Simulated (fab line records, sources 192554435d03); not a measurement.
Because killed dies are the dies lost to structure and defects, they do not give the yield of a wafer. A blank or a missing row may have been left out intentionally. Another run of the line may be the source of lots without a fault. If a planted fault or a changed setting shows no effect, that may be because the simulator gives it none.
Lot-split experiment :: flow n5-finfet :: 21 wafers read across 7 lots, on a route 1938 steps long

THE SPLIT
At N5_BEOL_M4_EXPOSE_25 (exposes mask V3, defocus 5 nm), the setting dose-mj was moved away from the recipe's 63 on 6 of the 21 wafers read, by -6.2% to +7.5%. The other wafers ran this setting at the recipe's value.

FROM THE SPLIT TO THE READING: what the file shows between them, 2 steps
- N5_BEOL_M4_PEB_26: peb time 60 s
- N5_BEOL_M4_DEVELOP_27: develop time 30 s

THE READING
cd-nm, in nm, at N5_BEOL_M4_CD_MEAS_28 (target cd 26.2 nm, target cd y 24.1 nm). Fault-free wafers of this fab line usually give 26.32 nm, standard deviation 0.26 nm.

wafer: L076.3
tool, chamber at the split: euv-scanner-01, 0
dose-mj as run: 63
against the recipe: recipe
cd-nm, nm: 26.67
against lot-mates on the recipe: -

wafer: L076.4
tool, chamber at the split: euv-scanner-01, 0
dose-mj as run: 63
against the recipe: recipe
cd-nm, nm: 26.25
against lot-mates on the recipe: -

wafer: L076.5
tool, chamber at the split: euv-scanner-01, 0
dose-mj as run: 63
against the recipe: recipe
cd-nm, nm: 26.00
against lot-mates on the recipe: -

wafer: L079.1
tool, chamber at the split: euv-scanner-01, 0
dose-mj as run: 63
against the recipe: recipe
cd-nm, nm: 26.24
against lot-mates on the recipe: -

wafer: L079.3
tool, chamber at the split: euv-scanner-01, 0
dose-mj as run: 63
against the recipe: recipe
cd-nm, nm: 26.13
against lot-mates on the recipe: -

wafer: L079.5
tool, chamber at the split: euv-scanner-01, 0
dose-mj as run: 63
against the recipe: recipe
cd-nm, nm: 26.34
against lot-mates on the recipe: -

wafer: L084.1
tool, chamber at the split: euv-scanner-02, 0
dose-mj as run: 63
against the recipe: recipe
cd-nm, nm: 25.90
against lot-mates on the recipe: -

wafer: L084.2
tool, chamber at the split: euv-scanner-02, 0
dose-mj as run: 63
against the recipe: recipe
cd-nm, nm: 26.41
against lot-mates on the recipe: -

wafer: L084.4
tool, chamber at the split: euv-scanner-02, 0
dose-mj as run: 63
against the recipe: recipe
cd-nm, nm: 26.07
against lot-mates on the recipe: -

wafer: L086.2
tool, chamber at the split: euv-scanner-02, 0
dose-mj as run: 67.71
against the recipe: +7.5%
cd-nm, nm: 27.63
against lot-mates on the recipe: +1.15

wafer: L086.3
tool, chamber at the split: euv-scanner-02, 0
dose-mj as run: 67.71
against the recipe: +7.5%
cd-nm, nm: 27.54
against lot-mates on the recipe: +1.06

wafer: L086.6
tool, chamber at the split: euv-scanner-02, 0
dose-mj as run: 63
against the recipe: recipe
cd-nm, nm: 26.48
against lot-mates on the recipe: -

wafer: L085.2
tool, chamber at the split: euv-scanner-01, 0
dose-mj as run: 59.09
against the recipe: -6.2%
cd-nm, nm: 25.35
against lot-mates on the recipe: -0.81

wafer: L085.3
tool, chamber at the split: euv-scanner-01, 0
dose-mj as run: 63
against the recipe: recipe
cd-nm, nm: 26.16
against lot-mates on the recipe: -

wafer: L085.4
tool, chamber at the split: euv-scanner-01, 0
dose-mj as run: 59.09
against the recipe: -6.2%
cd-nm, nm: 25.24
against lot-mates on the recipe: -0.92

wafer: L089.1
tool, chamber at the split: euv-scanner-01, 0
dose-mj as run: 63
against the recipe: recipe
cd-nm, nm: 25.94
against lot-mates on the recipe: -

wafer: L089.3
tool, chamber at the split: euv-scanner-01, 0
dose-mj as run: 63
against the recipe: recipe
cd-nm, nm: 26.10
against lot-mates on the recipe: -

wafer: L089.5
tool, chamber at the split: euv-scanner-01, 0
dose-mj as run: 63
against the recipe: recipe
cd-nm, nm: 26.32
against lot-mates on the recipe: -

wafer: L092.1
tool, chamber at the split: euv-scanner-01, 0
dose-mj as run: 61.01
against the recipe: -3.2%
cd-nm, nm: 25.77
against lot-mates on the recipe: -0.83

wafer: L092.3
tool, chamber at the split: euv-scanner-01, 0
dose-mj as run: 61.01
against the recipe: -3.2%
cd-nm, nm: 25.55
against lot-mates on the recipe: -1.05

wafer: L092.4
tool, chamber at the split: euv-scanner-01, 0
dose-mj as run: 63
against the recipe: recipe
cd-nm, nm: 26.60
against lot-mates on the recipe: -

FIT RESULTS
A straight line over all 21 wafers: cd-nm changes by +0.17 nm for each +1% of dose-mj; r = +0.94; the points scatter about the line by 0.21 nm.
The same after taking each lot's own level away (the mean of its wafers on the recipe; 21 wafers): +0.158 nm for each +1%; r = +0.92; scatter 0.22 nm.
On that fit, the largest move of dose-mj shifts the reading by 1.2 nm.
The lots' own levels span 26.120 to 26.600 nm, that is 1.8 times the standard deviation above.
The two slopes are in agreement: the lot-to-lot level therefore moves the slope only a little.
Check: with one of the wafers moved furthest among these (+7.5%) left out of the fit, the line predicts +1.14 nm for it against its lot-mates. Against them it came out at +1.15 nm.

ADDITIONAL SPLITS CARRIED BY THESE WAFERS
Other splits were also applied to these wafers ahead of the reading. Each is held against what the fit with the lots' levels taken away leaves over:
other split on the same wafers: N5_BEOL_M0_SAQP_SPACER2_ALD_26 target-thk-a
wafers away from the commonest value: 6
r with cd-nm (lot level and that fit taken away): +0.06

other split on the same wafers: N5_BEOL_M0_SAQP_COAT_69 spin-rpm
wafers away from the commonest value: 7
r with cd-nm (lot level and that fit taken away): +0.20

other split on the same wafers: N5_BEOL_M1_ETCH_64 source-w
wafers away from the commonest value: 6
r with cd-nm (lot level and that fit taken away): +0.26

other split on the same wafers: N5_BEOL_M3_TRENCH_ETCH_37 source-w
wafers away from the commonest value: 6
r with cd-nm (lot level and that fit taken away): -0.02

other split on the same wafers: N5_BEOL_M4_COAT_22 spin-rpm
wafers away from the commonest value: 10
r with cd-nm (lot level and that fit taken away): -0.28

THE FILE'S OWN FIT
cd-nm changes by +0.159 nm for each +1% of dose-mj, r = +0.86.
